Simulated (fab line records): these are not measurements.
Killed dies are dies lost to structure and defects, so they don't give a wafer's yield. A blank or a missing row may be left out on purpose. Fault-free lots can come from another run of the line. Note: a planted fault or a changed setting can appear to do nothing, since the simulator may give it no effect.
fab line records	flow nandHarc
record lots=24	wafers=72	lastDay=35
route steps=1302 shown P_CONTACT@244 P_M0@264 P_M1@305 P_M2@335
lots that met no fault: from a run of the same line without faults
startH: start of the lot's first displayed wafer, in hours after the record's first day	waitH: how many hours have passed since the lot's step before this one	" as in the row above	L1.1+2: several wafers, shown together as one row	- no value, or no start given	* or withheld: withheld	< > ~ a bound
route shown NAME@n: NAME is a module with steps in the file, n the number in the route of the first one	usual: average and standard deviation across the fault-free wafers	same: alike in all rows	chamber/n: place in a boat	sites: per-site readings	_std_site: standard deviation across them	_edge_site: inner sites' mean taken away from outer sites' mean	radiusMm: how far each site lies from the wafer's centre	mask NAME#n: copy n	behind: the most recent tool/chamber to have shaped the wafer	hold: what put the lot on hold/how long, in hours/how the hold closed	device: transistor that didn't switch, given as n, p or np	end of line: tests run on the same wafers once the route is complete	a step without rows: its recipe alone	killed: at the first sort, the dies lost to defects and structure; wafer yield is something else	map: a wafer's dies, marking killed ones x, the rest . and places with no die _
set.NAME: the setting the step ran with; set.NAME@STEP: the setting that earlier step ran with	model.NAME: the simulator's own value behind a step, which no gauge read
steps of the route over a sample of lots; a table a step, a row a wafer
services: from which hour (startH, from the record's first day; less than 0 if before it) a tool's chamber was out of use, for how many hours, and why
## steps
# step NHARC_P_CONTACT_DEGAS_38
# recipe tempC=300	timeS=60
# usual heaterPowerW=462/46	susceptorTempC=300.03/0.17
lot.wafer	tool	chamber	startH	waitH	heaterPowerW	susceptorTempC
L074.2	pvdSputter-01	-	119.75	-	514	-
L074.6	"	-	"	"	460	-
L074.5	"	-	"	"	406	-
L075.3	pvdSputter-02	-	126.81	-	543	-
L075.4	"	-	"	"	454	-
L075.6	"	-	"	"	498	-
L076.4	pvdSputter-02	-	136.07	-	432	300.09
L076.2	"	-	"	"	467	299.66
L076.5	"	-	"	"	438	299.95
L077.3	pvdSputter-02	-	149.49	-	435	300.30
L077.2	"	-	"	"	463	300.00
L077.1	"	-	"	"	497	299.73
L078.3	pvdSputter-01	-	157.29	-	512	300.36
L078.2	"	-	"	"	390	299.94
L078.1	"	-	"	"	461	299.96
L079.2	pvdSputter-02	-	172.23	-	531	300.05
L079.4	"	-	"	"	427	300.22
L079.5	"	-	"	"	470	299.92
L080.2	pvdSputter-03	-	181.61	-	394	299.85
L080.1	"	-	"	"	509	300.04
L080.5	"	-	"	"	401	300.10
L081.1	pvdSputter-03	-	186.12	-	398	299.84
L081.4	"	-	"	"	461	300.01
L081.5	"	-	"	"	515	300.26
L082.2	pvdSputter-01	-	209.50	-	401	299.97
L082.1	"	-	"	"	504	300.23
L082.6	"	-	"	"	405	299.85
L083.2	pvdSputter-01	-	213.45	-	471	300.19
L083.5	"	-	"	"	381	299.84
L083.6	"	-	"	"	466	300.17
L084.4	pvdSputter-01	-	222.13	-	463	300.25
L084.2	"	-	"	"	415	299.86
L084.6	"	-	"	"	470	300.04
L085.3	pvdSputter-02	-	226.43	-	419	-
L085.6	"	-	"	"	501	-
L085.5	"	-	"	"	426	-
L086.2	pvdSputter-02	-	235.26	-	494	-
L086.3	"	-	"	"	537	-
L086.5	"	-	"	"	504	-
L087.3	pvdSputter-02	-	263.70	-	537	300.01
L087.2	"	-	"	"	467	300.10
L087.5	"	-	"	"	425	300.14
L089.1	pvdSputter-03	-	263.91	-	438	300.22
L089.5	"	-	"	"	427	300.05
L089.6	"	-	"	"	505	300.54
L088.2	pvdSputter-02	-	264.87	-	548	299.85
L088.4	"	-	"	"	471	299.83
L088.1	"	-	"	"	432	299.98
L090.2	pvdSputter-03	-	279.59	-	410	-
L090.3	"	-	"	"	467	-
L090.6	"	-	"	"	397	-
L091.1	pvdSputter-01	-	288.38	-	388	300.12
L091.4	"	-	"	"	395	300.26
L091.5	"	-	"	"	498	299.60
L092.3	pvdSputter-02	-	308.01	-	482	300.00
L092.1	"	-	"	"	484	299.62
L092.5	"	-	"	"	478	299.85
L093.3	pvdSputter-03	-	311.66	-	394	300.06
L093.6	"	-	"	"	390	300.18
L093.5	"	-	"	"	456	299.98
L094.4	pvdSputter-02	-	317.63	-	469	-
L094.2	"	-	"	"	418	-
L094.5	"	-	"	"	472	-
L095.3	pvdSputter-03	-	334.96	-	491	299.95
L095.6	"	-	"	"	395	299.82
L095.5	"	-	"	"	464	299.85
L096.3	pvdSputter-02	-	335.12	-	502	-
L096.2	"	-	"	"	522	-
L096.5	"	-	"	"	421	-
L097.4	pvdSputter-02	-	350.79	-	522	299.97
L097.2	"	-	"	"	487	300.01
L097.3	"	-	"	"	479	299.89
# step NHARC_P_CONTACT_CVD_23
# recipe targetThkA=2000	tempC=300	pressureTorr=40	wf6FlowSccm=40	h2FlowSccm=1600	arFlowSccm=1560	timeS=557	material=W
# usual heaterPowerW=490/58	mfcArSccm=1560/4.5	mfcWf6Sccm=39.99/0.11	susceptorTempC=300.08/0.2	throttleValvePct=8.2/0.31
lot.wafer	tool	chamber	startH	waitH	heaterPowerW	mfcArSccm	mfcWf6Sccm	susceptorTempC	throttleValvePct
L074.2	cvdW-01	0	-	-	408	1558	40.01	300.15	8.0
L074.5	"	0	"	"	409	1566	39.86	300.03	8.1
L074.6	"	0	"	"	416	1561	39.93	300.15	8.1
L075.3	cvdW-01	1	-	-	461	1562	40.00	300.06	8.3
L075.4	"	0	"	"	408	1553	39.87	299.80	8.2
L075.6	"	1	"	"	474	1568	39.98	300.14	8.1
L076.2	cvdW-01	0	-	-	406	1561	39.93	300.07	8.0
L076.4	"	0	"	"	408	1560	39.95	299.90	8.0
L076.5	"	1	"	"	482	1555	40.01	300.11	8.0
L077.1	cvdW-02	0	-	-	512	1560	40.00	299.96	8.1
L077.2	"	1	"	"	576	1559	40.08	300.64	8.7
L077.3	"	0	"	"	496	1561	39.88	299.71	7.8
L078.1	cvdW-02	1	157.84	-	592	1562	40.01	299.91	8.5
L078.2	"	0	"	"	489	1564	40.07	299.80	8.2
L078.3	"	0	"	"	507	1567	39.94	300.25	8.1
L079.2	cvdW-02	0	-	-	515	1567	40.05	300.00	8.2
L079.4	"	0	"	"	509	1558	40.05	300.23	7.9
L079.5	"	0	"	"	509	1558	39.94	299.96	8.0
L080.2	cvdW-02	1	-	-	579	1557	39.76	300.60	8.6
L080.1	"	0	"	"	505	1566	39.75	299.78	8.2
L080.5	"	1	"	"	579	1557	39.97	300.30	8.6
L081.1	cvdW-02	0	-	-	499	1567	40.07	300.32	8.3
L081.4	"	1	"	"	576	1567	40.02	299.96	8.8
L081.5	"	0	"	"	497	1557	39.95	300.14	8.2
L082.2	cvdW-01	0	-	-	421	1562	39.98	300.00	7.9
L082.1	"	1	"	"	473	1556	39.91	300.53	8.0
L082.6	"	0	"	"	433	1559	40.03	300.14	7.9
L083.2	cvdW-02	1	-	-	594	1557	40.14	300.13	8.9
L083.5	"	0	"	"	524	1566	39.81	300.03	8.0
L083.6	"	1	"	"	581	1556	39.95	300.12	8.8
L084.2	cvdW-01	0	-	-	432	1555	40.00	300.06	7.5
L084.4	"	0	"	"	430	1554	40.06	300.02	7.6
L084.6	"	0	"	"	425	1559	40.10	300.00	7.8
L085.3	cvdW-01	1	-	-	499	1561	40.22	-	8.0
L085.5	"	1	"	"	494	1556	40.12	-	8.1
L085.6	"	0	"	"	431	1559	40.03	-	8.2
L086.2	cvdW-02	1	-	-	583	1563	40.13	-	8.6
L086.3	"	0	"	"	516	1559	40.10	-	8.1
L086.5	"	1	"	"	582	1563	39.94	-	8.7
L087.2	cvdW-01	1	-	-	484	1554	40.05	-	8.2
L087.3	"	0	"	"	436	1561	39.84	-	7.7
L087.5	"	0	"	"	422	1565	39.93	-	8.0
L089.1	cvdW-02	0	-	-	514	1554	40.15	-	8.1
L089.6	"	1	"	"	591	1557	40.03	-	8.8
L089.5	"	0	"	"	495	1560	40.01	-	8.1
L088.1	cvdW-01	0	-	-	423	1560	40.28	300.11	7.6
L088.2	"	1	"	"	489	1559	39.80	299.99	8.0
L088.4	"	0	"	"	433	1565	39.91	299.84	7.7
L090.2	cvdW-01	1	-	-	484	1564	39.95	300.12	8.0
L090.3	"	0	"	"	429	1555	40.18	299.77	8.0
L090.6	"	0	"	"	434	1560	40.02	300.20	8.0
L091.1	cvdW-01	1	-	-	496	1556	40.00	299.87	8.3
L091.4	"	0	"	"	429	1554	39.77	300.17	7.8
L091.5	"	0	"	"	417	1561	39.90	300.07	7.8
L092.1	cvdW-01	0	-	-	423	1576	39.96	299.85	8.0
L092.3	"	0	"	"	429	1568	39.99	299.90	7.7
L092.5	"	0	"	"	431	1570	40.17	300.02	7.7
L093.3	cvdW-02	0	-	-	493	1562	39.79	299.99	8.0
L093.5	"	0	"	"	496	1564	39.96	300.14	8.1
L093.6	"	1	"	"	588	1565	40.11	299.87	8.3
L094.2	cvdW-01	1	-	-	477	1560	40.11	-	7.9
L094.4	"	1	"	"	481	1564	39.99	-	8.3
L094.5	"	0	"	"	423	1571	40.09	-	7.8
L096.2	cvdW-01	0	-	-	417	1563	40.08	299.92	7.8
L096.3	"	0	"	"	437	1560	39.97	299.86	8.1
L096.5	"	1	"	"	508	1553	40.11	300.05	8.0
L095.3	cvdW-02	1	-	-	580	1557	39.99	300.43	8.4
L095.5	"	0	"	"	515	1553	39.96	300.50	8.0
L095.6	"	1	"	"	572	1561	40.00	300.23	8.5
L097.2	cvdW-01	1	-	-	493	1558	39.87	300.08	8.6
L097.3	"	1	"	"	488	1557	40.08	299.98	8.3
L097.4	"	0	"	"	437	1562	40.06	299.88	7.8
# step NHARC_P_M0_OVL_MEAS_10
# recipe pitchNm=180
# usual overlayXNm=-0.1/0.77	overlayYNm=0.1/0.71
lot.wafer	tool	chamber	startH	waitH	overlayXNm	overlayYNm
L074.2	overlay-02	-	122.65	-	0.8	0.8
L074.5	"	-	"	"	0.7	0.3
L074.6	"	-	"	"	0.3	0.2
L075.3	overlay-02	-	129.30	-	-0.2	1.1
L075.4	"	-	"	"	-0.7	0.9
L075.6	"	-	"	"	-1.1	1.1
L076.2	overlay-02	-	138.43	-	0.5	0.2
L076.4	"	-	"	"	0.3	-0.1
L076.5	"	-	"	"	0.6	0.1
L077.1	overlay-02	-	151.98	-	0.1	-0.9
L077.2	"	-	"	"	0.1	-0.7
L077.3	"	-	"	"	0.2	-1.2
L078.1	overlay-02	-	159.89	-	-0.2	0.2
L078.2	"	-	"	"	0.3	0.0
L078.3	"	-	"	"	-0.8	-0.1
L079.2	overlay-01	-	174.74	-	-0.6	0.3
L079.4	"	-	"	"	-0.3	0.7
L079.5	"	-	"	"	-0.7	0.7
L080.1	overlay-02	-	184.15	-	0.8	0.9
L080.2	"	-	"	"	0.1	0.9
L080.5	"	-	"	"	0.9	0.6
L081.1	overlay-02	-	188.66	-	-0.6	0.5
L081.4	"	-	"	"	-1.1	-0.1
L081.5	"	-	"	"	-0.3	0.1
L082.1	overlay-02	-	212.01	-	-1.0	-0.3
L082.2	"	-	"	"	-0.4	-0.9
L082.6	"	-	"	"	-0.6	-0.6
L083.2	overlay-02	-	216.04	-	-1.9	0.0
L083.5	"	-	"	"	-1.5	-0.7
L083.6	"	-	"	"	-1.0	-0.2
L084.2	overlay-01	-	224.50	-	-1.2	-0.2
L084.4	"	-	"	"	-0.5	0.0
L084.6	"	-	"	"	-0.5	0.1
L085.3	overlay-02	-	228.97	-	-0.2	-0.5
L085.5	"	-	"	"	-0.9	-0.1
L085.6	"	-	"	"	-1.1	-0.3
L086.2	overlay-02	-	237.80	-	0.7	0.1
L086.3	"	-	"	"	0.8	0.1
L086.5	"	-	"	"	0.5	0.0
L087.2	overlay-02	-	266.16	-	-0.9	-0.3
L087.3	"	-	"	"	-1.3	-0.8
L087.5	"	-	"	"	-0.6	-0.4
L089.1	overlay-02	-	266.39	-	0.6	0.5
L089.5	"	-	"	"	1.7	0.5
L089.6	"	-	"	"	1.1	0.9
L088.1	overlay-01	-	267.24	-	-1.1	0.8
L088.2	"	-	"	"	-0.5	1.8
L088.4	"	-	"	"	0.5	2.1
L090.2	overlay-02	-	281.94	-	0.8	0.1
L090.3	"	-	"	"	0.5	-0.2
L090.6	"	-	"	"	0.3	-0.6
L091.1	overlay-02	-	290.87	-	1.0	0.5
L091.4	"	-	"	"	0.4	0.4
L091.5	"	-	"	"	1.1	0.5
L092.1	overlay-02	-	310.48	-	-1.3	0.8
L092.3	"	-	"	"	-0.9	1.0
L092.5	"	-	"	"	-0.9	1.4
L093.3	overlay-02	-	314.02	-	0.7	-0.7
L093.5	"	-	"	"	0.3	-1.1
L093.6	"	-	"	"	0.0	-0.9
L094.2	overlay-01	-	320.12	-	-1.2	-0.4
L094.4	"	-	"	"	-0.8	0.0
L094.5	"	-	"	"	-0.9	-0.4
L095.3	overlay-02	-	337.56	-	-0.7	0.2
L095.5	"	-	"	"	-1.5	0.1
L095.6	"	-	"	"	-1.2	0.1
L096.2	overlay-01	-	337.72	-	0.8	0.4
L096.3	"	-	"	"	1.2	-0.1
L096.5	"	-	"	"	0.7	0.8
L097.2	overlay-01	-	353.28	-	-0.8	-1.3
L097.3	"	-	"	"	-0.9	-0.6
L097.4	"	-	"	"	-0.7	-0.9
# step NHARC_P_M0_DEP_32
# recipe targetThkA=300	tempC=370	targetThkNm=30	pressureTorr=3	flowSccm=200	rfW=450	material=SiCN
# usual heaterPowerW=633/74	showerheadVppV=1311/48	susceptorTempC=370.01/0.21
lot.wafer	tool	chamber	startH	waitH	heaterPowerW	showerheadVppV	susceptorTempC
L074.2	pecvd-01	0	125.54	0.1	623	1233	369.64
L074.5	"	2	"	"	562	1321	370.09
L074.6	"	0	"	"	614	1253	369.82
L075.3	pecvd-02	2	132.01	0.1	667	1257	370.08
L075.4	"	0	"	"	711	1335	370.02
L075.6	"	1	"	"	504	1333	370.14
L076.2	pecvd-04	2	141.19	0.1	729	1297	369.73
L076.5	"	2	"	"	709	1301	369.98
L076.4	"	0	"	"	643	1375	369.91
L077.2	pecvd-04	0	154.75	0.1	646	1409	370.08
L077.1	"	1	"	"	638	1275	370.07
L077.3	"	2	"	"	684	1287	369.95
L078.1	pecvd-04	2	162.67	0.1	660	1295	370.44
L078.2	"	0	"	"	568	1379	370.14
L078.3	"	1	"	"	589	1290	369.84
L079.2	pecvd-02	0	177.54	0.1	782	1325	369.73
L079.4	"	1	"	"	524	1336	370.25
L079.5	"	0	"	"	779	1333	369.86
L080.2	pecvd-04	0	188.13	0.1	651	1403	370.01
L080.1	"	1	"	"	597	1275	369.88
L080.5	"	1	"	"	605	1312	369.86
L081.1	pecvd-01	2	191.46	0.1	649	1292	369.94
L081.5	"	1	"	"	462	1327	369.97
L081.4	"	2	"	"	651	1317	370.12
L082.1	pecvd-02	0	214.86	0.1	766	1370	370.13
L082.2	"	2	"	"	663	1225	370.22
L082.6	"	0	"	"	745	1342	369.76
L083.2	pecvd-01	0	218.80	0.1	538	1241	369.91
L083.5	"	2	"	"	636	1325	369.61
L083.6	"	1	"	"	503	1330	369.97
L084.2	pecvd-04	0	227.26	0.1	633	1376	369.96
L084.4	"	1	"	"	609	1285	369.90
L084.6	"	0	"	"	620	1384	370.22
L085.3	pecvd-01	2	231.82	0.1	648	1336	370.17
L085.6	"	2	"	"	630	1328	369.86
L085.5	"	0	"	"	662	1266	370.24
L086.2	pecvd-02	0	240.52	0.1	709	1314	370.34
L086.3	"	2	"	"	697	1244	370.02
L086.5	"	2	"	"	697	1247	370.06
L087.2	pecvd-04	1	268.88	0.1	637	1275	370.13
L087.3	"	2	"	"	587	1278	370.33
L087.5	"	0	"	"	637	1414	370.35
L089.1	pecvd-02	0	269.36	0.1	700	1342	369.76
L089.5	"	2	"	"	685	1247	369.68
L089.6	"	0	"	"	692	1333	369.97
L088.1	pecvd-01	0	270.01	0.1	591	1238	370.34
L088.2	"	1	"	"	529	1323	369.93
L088.4	"	1	"	"	543	1307	370.16
L090.3	pecvd-04	0	284.68	0.1	512	1375	370.10
L090.2	"	2	"	"	642	1293	370.50
L090.6	"	0	"	"	531	1401	370.23
L091.1	pecvd-02	2	294.07	0.1	713	1235	369.97
L091.4	"	0	"	"	733	1305	369.87
L091.5	"	1	"	"	657	1344	369.99
L092.3	pecvd-02	0	313.29	0.1	762	1339	370.04
L092.1	"	1	"	"	637	1360	370.20
L092.5	"	0	"	"	747	1345	370.09
L093.3	pecvd-04	1	316.81	0.1	631	1300	369.90
L093.6	"	1	"	"	626	1291	369.98
L093.5	"	2	"	"	672	1297	369.97
L094.2	pecvd-02	1	322.84	0.1	655	1348	369.64
L094.5	"	1	"	"	646	1330	370.09
L094.4	"	0	"	"	693	1351	370.09
L095.3	pecvd-02	0	340.41	0.1	786	1315	370.02
L095.6	"	1	"	"	652	1358	369.93
L095.5	"	2	"	"	733	1227	370.08
L096.3	pecvd-02	0	340.67	0.1	742	1348	369.99
L096.2	"	1	"	"	641	1389	370.23
L096.5	"	0	"	"	748	1343	370.04
L097.2	pecvd-01	2	356.29	0.1	598	1316	370.12
L097.3	"	0	"	"	619	1241	369.69
L097.4	"	2	"	"	581	1306	370.30
# step NHARC_P_M1_DEGAS_29
# recipe tempC=250	timeS=60
# usual heaterPowerW=328/32	susceptorTempC=249.99/0.18
lot.wafer	tool	chamber	startH	waitH	heaterPowerW	susceptorTempC
L074.2	pvdSputter-02	-	127.92	-	331	-
L074.5	"	-	"	"	353	-
L074.6	"	-	"	"	311	-
L075.3	pvdSputter-02	-	134.59	-	309	249.93
L075.4	"	-	"	"	384	249.96
L075.6	"	-	"	"	309	249.96
L076.2	pvdSputter-03	-	143.62	-	353	249.88
L076.4	"	-	"	"	351	250.09
L076.5	"	-	"	"	334	250.01
L077.2	pvdSputter-03	-	157.44	-	358	249.81
L077.1	"	-	"	"	348	250.03
L077.3	"	-	"	"	293	250.22
L078.3	pvdSputter-02	-	165.12	-	327	249.83
L078.1	"	-	"	"	349	250.26
L078.2	"	-	"	"	309	250.08
L079.2	pvdSputter-02	-	179.78	-	350	249.95
L079.4	"	-	"	"	310	249.77
L079.5	"	-	"	"	314	249.91
L080.2	pvdSputter-03	-	190.67	-	307	250.16
L080.1	"	-	"	"	361	249.89
L080.5	"	-	"	"	308	250.13
L081.1	pvdSputter-01	-	193.90	-	271	250.25
L081.4	"	-	"	"	342	249.72
L081.5	"	-	"	"	288	250.03
L082.2	pvdSputter-03	-	217.29	-	276	250.33
L082.1	"	-	"	"	356	250.09
L082.6	"	-	"	"	335	250.00
L083.2	pvdSputter-02	-	221.28	-	393	249.90
L083.5	"	-	"	"	332	249.73
L083.6	"	-	"	"	353	250.21
L084.4	pvdSputter-03	-	229.80	-	283	250.13
L084.2	"	-	"	"	318	250.07
L084.6	"	-	"	"	326	250.30
L085.3	pvdSputter-03	-	234.14	-	312	249.96
L085.5	"	-	"	"	356	250.14
L085.6	"	-	"	"	281	249.96
L086.3	pvdSputter-01	-	242.96	-	343	250.00
L086.2	"	-	"	"	292	250.13
L086.5	"	-	"	"	277	249.66
L087.3	pvdSputter-03	-	271.34	-	350	250.17
L087.2	"	-	"	"	328	250.26
L087.5	"	-	"	"	354	249.95
L089.1	pvdSputter-02	-	271.72	-	333	249.85
L089.6	"	-	"	"	311	249.68
L089.5	"	-	"	"	380	250.19
L088.2	pvdSputter-03	-	272.37	-	360	250.14
L088.4	"	-	"	"	284	249.83
L088.1	"	-	"	"	336	249.68
L090.3	pvdSputter-01	-	287.05	-	350	-
L090.2	"	-	"	"	273	-
L090.6	"	-	"	"	284	-
L091.4	pvdSputter-01	-	297.02	-	378	-
L091.1	"	-	"	"	273	-
L091.5	"	-	"	"	285	-
L092.1	pvdSputter-01	-	315.69	-	345	250.04
L092.3	"	-	"	"	292	249.87
L092.5	"	-	"	"	287	249.85
L093.3	pvdSputter-01	-	319.24	-	342	249.82
L093.5	"	-	"	"	275	249.93
L093.6	"	-	"	"	340	249.92
L094.2	pvdSputter-03	-	325.28	-	326	249.79
L094.4	"	-	"	"	309	250.04
L094.5	"	-	"	"	356	249.88
L095.3	pvdSputter-02	-	342.76	-	342	250.19
L095.6	"	-	"	"	343	250.41
L095.5	"	-	"	"	303	250.04
L096.2	pvdSputter-03	-	343.33	-	286	-
L096.3	"	-	"	"	307	-
L096.5	"	-	"	"	283	-
L097.4	pvdSputter-03	-	358.93	-	321	250.03
L097.3	"	-	"	"	344	249.96
L097.2	"	-	"	"	354	250.24
# step NHARC_P_M2_STRIP_18
# recipe powerW=1000	n2FlowSccm=150	h2FlowSccm=150	arFlowSccm=0	biasW=0	chemistry=N2/H2
# usual drypumpMotorCurrentA=5.6/0.32	mfcArSccm=0.019/0.016	oesProductAu=0.996/0.012	rfVppV=90.8/1.1	showerheadPlenumPTorr=2.06/0.11	throttleValvePct=14.170/0.0084
lot.wafer	tool	chamber	startH	waitH	drypumpMotorCurrentA	mfcArSccm	oesProductAu	rfHoursCounterH	rfVppV	showerheadPlenumPTorr	throttleValvePct
L074.2	rieDiel-03	1	131.34	0.1	6.1	0	0.999	1.1	90.5	2.13	14.163
L074.6	"	1	"	"	6.1	0	0.992	-	92.5	2.13	14.165
L074.5	"	2	"	"	5.6	0.041	1.009	-	90.7	1.97	14.175
L075.4	rieDiel-02	1	137.99	0.1	5.2	0.041	0.988	4.4	92.3	2.14	14.171
L075.3	"	3	"	"	5.8	0.036	0.985	4.0	92.3	2.21	14.181
L075.6	"	1	"	"	5.2	0.041	0.998	-	92.0	2.14	14.159
L076.4	rieDiel-02	3	147.17	0.1	5.8	0.036	0.995	4.7	93.3	2.21	14.180
L076.2	"	1	"	"	5.2	0.041	0.989	4.8	92.5	2.14	14.181
L076.5	"	2	"	"	5.7	0.017	0.995	-	90.5	2.17	14.174
L077.2	rieDiel-03	3	160.96	0.1	5.8	0	1.002	2.5	90.0	1.90	14.179
L077.1	"	0	"	"	5.3	0.018	1.002	3.0	89.8	1.89	14.175
L077.3	"	2	"	"	5.5	0.041	1.019	3.4	90.4	1.97	14.161
L078.3	rieDiel-03	1	168.57	0.1	6.1	0	0.985	3.8	89.4	2.13	14.164
L078.1	"	2	"	"	5.5	0.041	1.019	3.7	89.9	1.97	14.164
L078.2	"	0	"	"	5.3	0.018	1.000	3.4	89.4	1.89	14.179
L079.4	rieDiel-03	0	183.45	0.1	5.3	0.018	0.987	3.5	89.6	1.89	14.165
L079.2	"	1	"	"	6.1	0	0.993	3.9	92.2	2.13	14.160
L079.5	"	0	"	"	5.3	0.018	0.993	-	92.3	1.89	14.169
L080.1	rieDiel-03	0	194.91	0.1	5.3	0.018	0.996	3.9	88.9	1.89	14.178
L080.2	"	2	"	"	5.6	0.041	1.020	4.4	91.1	1.97	14.163
L080.5	"	3	"	"	5.8	0	1.005	-	90.6	1.90	14.168
L081.4	rieDiel-03	3	198.63	0.1	5.8	0	1.006	3.8	90.0	1.90	14.167
L081.1	"	0	"	"	5.3	0.018	1.004	4.1	90.4	1.89	14.169
L081.5	"	1	"	"	6.1	0	0.990	-	91.2	2.13	14.175
L082.2	rieDiel-03	2	221.30	0.2	5.6	0.041	1.007	6.7	90.6	1.97	14.182
L082.1	"	1	"	"	6.1	0	1.008	5.3	90.5	2.13	14.166
L082.6	"	2	"	"	5.6	0.041	1.019	-	90.7	1.97	14.162
L083.2	rieDiel-03	0	225.08	0.1	5.3	0.018	0.980	5.3	90.0	1.89	14.165
L083.5	"	3	"	"	5.8	0	0.997	-	89.3	1.90	14.173
L083.6	"	0	"	"	5.3	0.018	0.996	-	90.7	1.89	14.154
L084.4	rieDiel-03	2	233.32	0.1	5.6	0.041	1.015	7.0	88.4	1.97	14.168
L084.2	"	3	"	"	5.8	0	1.009	6.4	89.2	1.90	14.161
L084.6	"	1	"	"	6.1	0	0.992	-	90.4	2.13	14.168
L085.3	rieDiel-03	1	237.50	0.1	6.1	0	1.001	5.6	91.3	2.13	14.168
L085.5	"	1	"	"	6.2	0	0.993	-	91.5	2.13	14.183
L085.6	"	2	"	"	5.6	0.041	1.004	-	92.3	1.97	14.160
L086.2	rieDiel-02	3	246.47	0.1	5.8	0.036	0.985	0.8	92.3	2.20	14.166
L086.3	"	1	"	"	5.2	0.041	0.985	0.7	90.7	2.13	14.171
L086.5	"	3	"	"	5.8	0.036	0.993	-	92.4	2.20	14.166
L087.3	rieDiel-02	0	274.86	0.1	5.1	0.022	1.005	1.5	91.4	2.15	14.169
L087.2	"	1	"	"	5.2	0.041	0.984	1.6	91.3	2.13	14.176
L087.5	"	3	"	"	5.8	0.036	1.001	-	91.8	2.20	14.161
L089.1	rieDiel-03	2	275.20	0.1	5.6	0.041	1.014	9.5	91.9	1.97	14.171
L089.6	"	1	"	"	6.1	0	0.983	-	91.7	2.13	14.195
L089.5	"	2	"	"	5.5	0.041	1.010	-	90.8	1.97	14.165
L088.1	rieDiel-02	3	275.73	0.1	5.8	0.036	0.980	1.6	91.6	2.20	14.169
L088.2	"	0	"	"	5.1	0.022	1.003	1.7	91.4	2.15	14.171
L088.4	"	2	"	"	5.7	0.017	0.986	1.2	91.2	2.17	14.159
L090.2	rieDiel-02	1	290.55	0.1	5.2	0.041	0.997	2.2	91.0	2.13	14.163
L090.3	"	3	"	"	5.8	0.036	0.983	2.6	92.1	2.20	14.168
L090.6	"	2	"	"	5.7	0.017	0.981	-	90.2	2.17	14.159
L091.1	rieDiel-02	1	300.88	0.1	5.2	0.041	0.970	3.1	90.7	2.13	14.166
L091.5	"	3	"	"	5.8	0.036	0.985	-	91.8	2.20	14.169
L091.4	"	0	"	"	5.1	0.022	1.001	-	89.8	2.15	14.179
L092.1	rieDiel-06	2	319.36	0.1	5.9	0.029	0.993	0.7	92.3	2.02	14.163
L092.3	"	3	"	"	5.3	0	0.982	0.6	92.0	2.11	14.161
L092.5	"	0	"	"	5.3	0.011	1.008	-	92.5	2.12	14.171
L093.3	rieDiel-06	3	322.95	0.1	5.3	0	0.982	0.9	89.7	2.11	14.176
L093.6	"	1	"	"	5.5	0	0.983	-	91.3	2.14	14.160
L093.5	"	2	"	"	5.9	0.029	1.002	-	90.5	2.02	14.169
L094.4	rieDiel-02	0	328.82	0.1	5.1	0.022	1.003	4.8	91.8	2.15	14.168
L094.2	"	1	"	"	5.3	0.041	0.981	5.2	91.7	2.13	14.167
L094.5	"	3	"	"	5.8	0.036	0.997	-	91.9	2.20	14.155
L095.3	rieDiel-03	3	346.27	0.1	5.8	0	1.000	2.9	89.4	1.90	14.177
L095.6	"	3	"	"	5.9	0	0.990	-	88.1	1.90	14.173
L095.5	"	0	"	"	5.3	0.018	1.007	-	89.7	1.89	14.169
L096.2	rieDiel-06	2	347.21	0.1	5.9	0.029	0.993	2.6	91.6	2.02	14.159
L096.3	"	3	"	"	5.3	0	0.968	2.7	90.5	2.11	14.183
L096.5	"	2	"	"	5.9	0.029	0.990	-	89.8	2.02	14.173
L097.3	rieDiel-06	2	362.45	0.1	5.9	0.029	1.001	3.5	92.2	2.02	14.188
L097.2	"	1	"	"	5.5	0	0.985	3.0	91.9	2.14	14.163
L097.4	"	0	"	"	5.3	0.011	1.007	-	90.8	2.12	14.168
## services
tool	chamber	startH	hours	kind
pvdSputter-02	-	104.05	10.0	pm
rieDiel-03	-	104.30	9.0	pm
cvdW-01	1	116.07	7.4	repair
pvdSputter-01	-	122.92	8.7	repair
pecvd-02	0	153.90	4.2	repair
pvdSputter-03	-	168.65	0.8	repair
pvdSputter-03	-	170.06	10.0	pm
cvdW-01	1	176.33	8.9	repair
pecvd-02	0	177.96	21.5	repair
cvdW-01	-	185.00	13.0	pm
pecvd-02	2	190.80	22.0	repair
rieDiel-03	0	213.28	5.7	repair
rieDiel-03	1	214.60	5.0	repair
pvdSputter-01	-	226.00	10.0	pm
pecvd-02	-	227.35	13.0	pm
pvdSputter-01	-	244.15	6.5	repair
rieDiel-03	-	253.51	0.7	repair
cvdW-02	-	269.60	13.0	pm
rieDiel-03	-	281.30	9.0	pm
pvdSputter-02	-	282.05	10.0	pm
pvdSputter-03	-	286.18	9.4	repair
rieDiel-03	3	296.53	3.5	repair
rieDiel-03	2	304.64	5.4	repair
rieDiel-03	2	354.60	2.1	repair
## key
fault none
